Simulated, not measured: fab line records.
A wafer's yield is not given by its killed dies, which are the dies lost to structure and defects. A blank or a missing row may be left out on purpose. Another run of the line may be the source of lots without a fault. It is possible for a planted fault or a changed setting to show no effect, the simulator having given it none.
Which tool is to blame?	flow nand-harc	Sampling: 24 lots, 72 wafers, 6 of 1302 route steps

== WHAT THE GAUGES READ, wafer by wafer ==
The record holds no reading of a measuring or inspecting step that can be judged against a usual standard deviation.

== TOOL THAT RAN EACH LOT (tool first, then ch and the chambers of the sampled wafers, then the start) ==
lot	NHARC_P_M2_PRE_CLEAN_30	NHARC_P_M2_ANNEAL_31	NHARC_P_BONDPAD_DEP_00	NHARC_P_BONDPAD_CMP_32	NHARC_P_BONDPAD_PVD_17	NHARC_A_CHANNEL_HOLE_D1_ETCH_19
L074	pvd-sputter-02, day 6 07:38 or earlier	rtp-anneal-02 ch 0, day 6 07:38	pecvd-04 ch 0,1,2, day 6 09:20 or earlier	cmp-02 ch 1,2, day 6 09:20	pvd-sputter-03, day 8 08:05 or earlier	har-etch-02 ch 0,1, day 8 08:05
L075	pvd-sputter-01, day 6 22:57 or earlier	rtp-anneal-01 ch 0, day 6 22:57	pecvd-02 ch 1,2, day 7 00:44 or earlier	cmp-04 ch 0,3, day 7 00:44	pvd-sputter-02, day 9 00:54 or earlier	har-etch-01 ch 0,1, day 9 00:54
L076	pvd-sputter-01, day 7 02:50 or earlier	rtp-anneal-02 ch 0, day 7 02:50	pecvd-01 ch 0,1, day 7 04:14	cmp-04 ch 0,2, day 7 04:34	pvd-sputter-03, day 9 02:01 or earlier	har-etch-02 ch 0,1, day 9 02:01
L077	pvd-sputter-02, day 7 17:26 or earlier	rtp-anneal-01 ch 0, day 7 17:26	pecvd-01 ch 0,1, day 7 18:55	cmp-04 ch 0,3, day 7 19:20	pvd-sputter-01, day 9 14:29 or earlier	har-etch-01 ch 0,1, day 9 14:29
L078	pvd-sputter-02, day 8 02:43 or earlier	rtp-anneal-02 ch 0, day 8 02:43	pecvd-01 ch 0,1,2, day 8 04:16	cmp-02 ch 0,2,3, day 8 04:42	pvd-sputter-01, day 10 01:07 or earlier	har-etch-01 ch 0,1, day 10 01:07
L079	pvd-sputter-02, day 8 20:53 or earlier	rtp-anneal-01 ch 0, day 8 20:53	pecvd-02 ch 1,2, day 8 22:28	cmp-03 ch 1,2, day 8 22:49	pvd-sputter-03, day 10 18:50 or earlier	har-etch-01 ch 0,1, day 10 18:50
L080	pvd-sputter-03, day 8 23:48 or earlier	rtp-anneal-01 ch 0, day 8 23:48	pecvd-02 ch 0,2, day 9 01:14	cmp-03 ch 0,2,3, day 9 01:35	pvd-sputter-02, day 11 04:23 or earlier	har-etch-01 ch 0,1, day 11 04:23
L081	pvd-sputter-02, day 9 17:41 or earlier	rtp-anneal-02 ch 0, day 9 17:41	pecvd-04 ch 1,2, day 9 19:08	cmp-02 ch 0,2,3, day 9 19:39	pvd-sputter-01, day 11 22:56 or earlier	har-etch-01 ch 0,1, day 11 22:56
L082	pvd-sputter-03, day 9 18:54 or earlier	rtp-anneal-01 ch 0, day 9 18:54	pecvd-02 ch 0,1, day 9 20:41 or earlier	cmp-02 ch 0,1,2, day 9 20:41	pvd-sputter-01, day 12 00:22 or earlier	har-etch-02 ch 0,1, day 12 00:22
L083	pvd-sputter-03, day 10 00:31 or earlier	rtp-anneal-01 ch 0, day 10 00:31	pecvd-04 ch 1,2, day 10 01:54	cmp-03 ch 0,1,3, day 10 02:26	pvd-sputter-01, day 12 03:04 or earlier	har-etch-01 ch 0,1, day 12 03:04
L084	pvd-sputter-03, day 10 19:47 or earlier	rtp-anneal-02 ch 0, day 10 19:47	pecvd-01 ch 1,2, day 10 21:50	cmp-04 ch 0,2,3, day 10 22:17	pvd-sputter-02, day 13 00:52 or earlier	har-etch-02 ch 0,1, day 13 00:52
L085	pvd-sputter-01, day 11 01:42 or earlier	rtp-anneal-02 ch 0, day 11 01:42	pecvd-01 ch 0,2, day 11 03:04	cmp-02 ch 0,2,3, day 11 03:29	pvd-sputter-01, day 13 04:17 or earlier	har-etch-01 ch 0,1, day 13 04:17
L086	pvd-sputter-03, day 11 08:28 or earlier	rtp-anneal-01 ch 0, day 11 08:28	pecvd-02 ch 1,2, day 11 09:58	cmp-03 ch 2,3, day 11 10:22	pvd-sputter-02, day 13 07:17 or earlier	har-etch-02 ch 0, day 13 07:17
L087	pvd-sputter-03, day 12 12:35 or earlier	rtp-anneal-02 ch 0, day 12 12:35	pecvd-02 ch 0,1,2, day 12 14:19 or earlier	cmp-02 ch 0,2,3, day 12 14:19	pvd-sputter-02, day 14 14:46 or earlier	har-etch-01 ch 0,1, day 14 14:46
L089	pvd-sputter-02, day 12 13:34 or earlier	rtp-anneal-02 ch 0, day 12 13:34	pecvd-02 ch 0,1,2, day 12 15:20 or earlier	cmp-04 ch 0,1,3, day 12 15:20	pvd-sputter-03, day 14 14:19 or earlier	har-etch-02 ch 0,1, day 14 14:19
L088	pvd-sputter-03, day 12 15:17 or earlier	rtp-anneal-02 ch 0, day 12 15:17	pecvd-01 ch 0,1,2, day 12 16:38	cmp-04 ch 0,1,3, day 12 17:05	pvd-sputter-03, day 14 18:29 or earlier	har-etch-02 ch 0, day 14 18:29
L090	pvd-sputter-03, day 13 10:15 or earlier	rtp-anneal-02 ch 0, day 13 10:15	pecvd-01 ch 1,2, day 13 11:37	cmp-04 ch 0,2,3, day 13 12:02	pvd-sputter-01, day 15 13:57 or earlier	har-etch-01 ch 1, day 15 13:57
L091	pvd-sputter-02, day 13 12:30 or earlier	rtp-anneal-01 ch 0, day 13 12:30	pecvd-02 ch 0,2, day 13 13:55	cmp-04 ch 1,3, day 13 14:13	pvd-sputter-01, day 15 12:01 or earlier	har-etch-02 ch 0,1, day 15 12:01
L092	pvd-sputter-01, day 14 04:25 or earlier	rtp-anneal-02 ch 0, day 14 04:25	pecvd-02 ch 0,2, day 14 05:53	cmp-02 ch 0,1,3, day 14 06:20	pvd-sputter-01, day 16 02:13 or earlier	har-etch-02 ch 0,1, day 16 02:13
L093	pvd-sputter-03, day 14 09:02 or earlier	rtp-anneal-01 ch 0, day 14 09:02	pecvd-04 ch 0,1, day 14 11:01 or earlier	cmp-03 ch 0,1,2, day 14 11:01	pvd-sputter-03, day 16 07:11 or earlier	har-etch-02 ch 0,1, day 16 07:11
L094	pvd-sputter-03, day 14 19:24 or earlier	rtp-anneal-01 ch 0, day 14 19:24	pecvd-02 ch 0,1,2, day 14 20:56	cmp-04 ch 0,2,3, day 14 21:20	pvd-sputter-03, day 16 22:36 or earlier	har-etch-01 ch 0,1, day 16 22:36
L095	pvd-sputter-02, day 15 04:47 or earlier	rtp-anneal-01 ch 0, day 15 04:47	pecvd-02 ch 0,1,2, day 15 06:17	cmp-03 ch 2,3, day 15 06:42	pvd-sputter-03, day 17 08:41 or earlier	har-etch-01 ch 0,1, day 17 08:41
L096	pvd-sputter-01, day 15 14:35 or earlier	rtp-anneal-01 ch 0, day 15 14:35	pecvd-04 ch 0,1,2, day 15 15:56	cmp-03 ch 2,3, day 15 16:21	pvd-sputter-01, day 17 16:46 or earlier	har-etch-02 ch 0,1, day 17 16:46
L097	pvd-sputter-03, day 16 02:26 or earlier	rtp-anneal-02 ch 0, day 16 02:26	pecvd-04 ch 1,2, day 16 03:43	cmp-02 ch 1,2, day 16 04:07	pvd-sputter-01, day 18 08:49 or earlier	har-etch-02 ch 0,1, day 18 08:49
- NHARC_P_M2_PRE_CLEAN_30: time 30 s.
- NHARC_P_M2_ANNEAL_31: time 90 s.
- NHARC_P_BONDPAD_DEP_00: deposits SiCN, target thk 250 nm.
- NHARC_P_BONDPAD_CMP_32: polishes SiCN, target thk 200 nm.
- NHARC_P_BONDPAD_PVD_17: deposits TaN, target thk 5 nm, time 8.06 s.
- NHARC_A_CHANNEL_HOLE_D1_ETCH_19: etches the open film in C4F8/O2/Ar, time 34.5 s.

== AS READ BY THE TOOLS THEMSELVES (means over the sampled wafers that have a number; for cases with no such wafer, the mark the record gives instead) ==
NHARC_P_M2_PRE_CLEAN_30.
lot	tool	heater-power-w (W)
L074	pvd-sputter-02	434
L075	pvd-sputter-01	390
L076	pvd-sputter-01	387
L077	pvd-sputter-02	394
L078	pvd-sputter-02	384
L079	pvd-sputter-02	399
L080	pvd-sputter-03	382
L081	pvd-sputter-02	385
L082	pvd-sputter-03	362
L083	pvd-sputter-03	370
L084	pvd-sputter-03	375
L085	pvd-sputter-01	384
L086	pvd-sputter-03	389
L087	pvd-sputter-03	381
L089	pvd-sputter-02	396
L088	pvd-sputter-03	373
L090	pvd-sputter-03	392
L091	pvd-sputter-02	405
L092	pvd-sputter-01	405
L093	pvd-sputter-03	380
L094	pvd-sputter-03	388
L095	pvd-sputter-02	423
L096	pvd-sputter-01	385
L097	pvd-sputter-03	399

NHARC_P_M2_ANNEAL_31.
lot	tool	anneal-temp-c-max	wafer_temp_C_max
L074	rtp-anneal-02	225.9	226.1
L075	rtp-anneal-01	226.0	226.3
L076	rtp-anneal-02	225.9	226.2
L077	rtp-anneal-01	226.7	226.4
L078	rtp-anneal-02	225.6	225.8
L079	rtp-anneal-01	226.4	226.4
L080	rtp-anneal-01	226.5	226.6
L081	rtp-anneal-02	225.8	226.3
L082	rtp-anneal-01	226.2	226.1
L083	rtp-anneal-01	226.6	226.9
L084	rtp-anneal-02	225.5	226.2
L085	rtp-anneal-02	225.6	226.2
L086	rtp-anneal-01	226.2	226.3
L087	rtp-anneal-02	225.7	225.7
L089	rtp-anneal-02	225.8	225.9
L088	rtp-anneal-02	225.6	226.4
L090	rtp-anneal-02	225.5	226.2
L091	rtp-anneal-01	226.3	226.3
L092	rtp-anneal-02	225.8	226.1
L093	rtp-anneal-01	226.5	226.0
L094	rtp-anneal-01	226.4	226.2
L095	rtp-anneal-01	226.1	226.0
L096	rtp-anneal-01	226.3	226.2
L097	rtp-anneal-02	225.7	226.3

NHARC_P_BONDPAD_DEP_00.
lot	tool	heater-power-w (W)
L074	pecvd-04	668
L075	pecvd-02	644
L076	pecvd-01	568
L077	pecvd-01	586
L078	pecvd-01	633
L079	pecvd-02	588
L080	pecvd-02	521
L081	pecvd-04	637
L082	pecvd-02	635
L083	pecvd-04	685
L084	pecvd-01	621
L085	pecvd-01	609
L086	pecvd-02	657
L087	pecvd-02	598
L089	pecvd-02	605
L088	pecvd-01	641
L090	pecvd-01	623
L091	pecvd-02	544
L092	pecvd-02	517
L093	pecvd-04	646
L094	pecvd-02	583
L095	pecvd-02	600
L096	pecvd-04	569
L097	pecvd-04	681

NHARC_P_BONDPAD_CMP_32.
lot	tool	motor-current-A (A)
L074	cmp-02	12.3
L075	cmp-04	10.8
L076	cmp-04	11.3
L077	cmp-04	10.5
L078	cmp-02	12.2
L079	cmp-03	12.5
L080	cmp-03	13.2
L081	cmp-02	12.5
L082	cmp-02	12.3
L083	cmp-03	12.6
L084	cmp-04	11.2
L085	cmp-02	12.2
L086	cmp-03	12.9
L087	cmp-02	12.1
L089	cmp-04	12.9
L088	cmp-04	12.6
L090	cmp-04	11.4
L091	cmp-04	14.6
L092	cmp-02	11.5
L093	cmp-03	12.8
L094	cmp-04	11.4
L095	cmp-03	13.6
L096	cmp-03	13.1
L097	cmp-02	12.4

NHARC_P_BONDPAD_PVD_17.
lot	tool	cathode-dc-power-W (W)	throttle-valve-pct (%)
L074	pvd-sputter-03	15000	30.4
L075	pvd-sputter-02	14999	30.3
L076	pvd-sputter-03	14999	29.5
L077	pvd-sputter-01	14998	30.3
L078	pvd-sputter-01	14999	30.0
L079	pvd-sputter-03	15000	29.6
L080	pvd-sputter-02	15000	29.0
L081	pvd-sputter-01	14999	29.9
L082	pvd-sputter-01	15001	29.8
L083	pvd-sputter-01	14999	29.5
L084	pvd-sputter-02	15002	30.0
L085	pvd-sputter-01	15001	29.9
L086	pvd-sputter-02	14999	29.3
L087	pvd-sputter-02	15003	29.6
L089	pvd-sputter-03	15001	29.2
L088	pvd-sputter-03	14997	29.8
L090	pvd-sputter-01	14999	30.6
L091	pvd-sputter-01	14999	29.4
L092	pvd-sputter-01	15002	30.0
L093	pvd-sputter-03	15001	29.8
L094	pvd-sputter-03	15003	30.0
L095	pvd-sputter-03	15001	29.3
L096	pvd-sputter-01	15000	30.0
L097	pvd-sputter-01	14999	30.1

NHARC_A_CHANNEL_HOLE_D1_ETCH_19.
lot	tool	drypump-motor-current-A (A)	showerhead-plenum-p-Torr (Torr)	throttle-valve-pct (%)
L074	har-etch-02	5.90	3.55	37.042
L075	har-etch-01	5.94	3.78	37.037
L076	har-etch-02	5.91	3.54	37.040
L077	har-etch-01	5.91	3.77	37.028
L078	har-etch-01	5.80	3.77	37.050
L079	har-etch-01	5.93	3.77	37.037
L080	har-etch-01	5.81	3.76	37.040
L081	har-etch-01	5.93	3.75	37.046
L082	har-etch-02	5.90	3.52	37.039
L083	har-etch-01	5.81	3.75	37.043
L084	har-etch-02	5.76	3.61	37.049
L085	har-etch-01	5.81	3.74	37.040
L086	har-etch-02	5.66	3.70	37.041
L087	har-etch-01	5.79	3.73	37.045
L089	har-etch-02	5.76	3.79	37.037
L088	har-etch-02	5.65	3.69	37.037
L090	har-etch-01	5.68	3.73	37.036
L091	har-etch-02	5.89	3.87	37.036
L092	har-etch-02	5.76	3.78	37.029
L093	har-etch-02	5.77	3.77	37.027
L094	har-etch-01	5.95	3.71	37.036
L095	har-etch-01	5.91	3.71	37.040
L096	har-etch-02	5.89	3.86	37.034
L097	har-etch-02	5.76	3.76	37.037

== THE ANSWER, worked out from the rows above alone ==
Rule: the usual values come from the lots themselves. The widest of any qualifying gaps counts: lots, ordered by their means at a reading, are off when they make up no more than a third of the lots, leave a main group of 4 or more, and stand apart from it by 3 or more times the standard deviation of that group's means. The tables above print the reading to a certain number of digits; a main group whose means all agree to those digits is not used. Also off: a lot with no number at a reading for which 4 or more lots have one. All remaining lots with rows at the step are treated as sound. The gauges are gone through in route order, then the tools' own readings, and for those a lot's mean is taken as printed above. The first step at which some lot is off is used, and at that step the reading that is off furthest; a lot without a number counts as furthest.
No lot is off at any reading shown: from this, nothing can be told.

== WHAT THE SIMULATOR PUT IN ==
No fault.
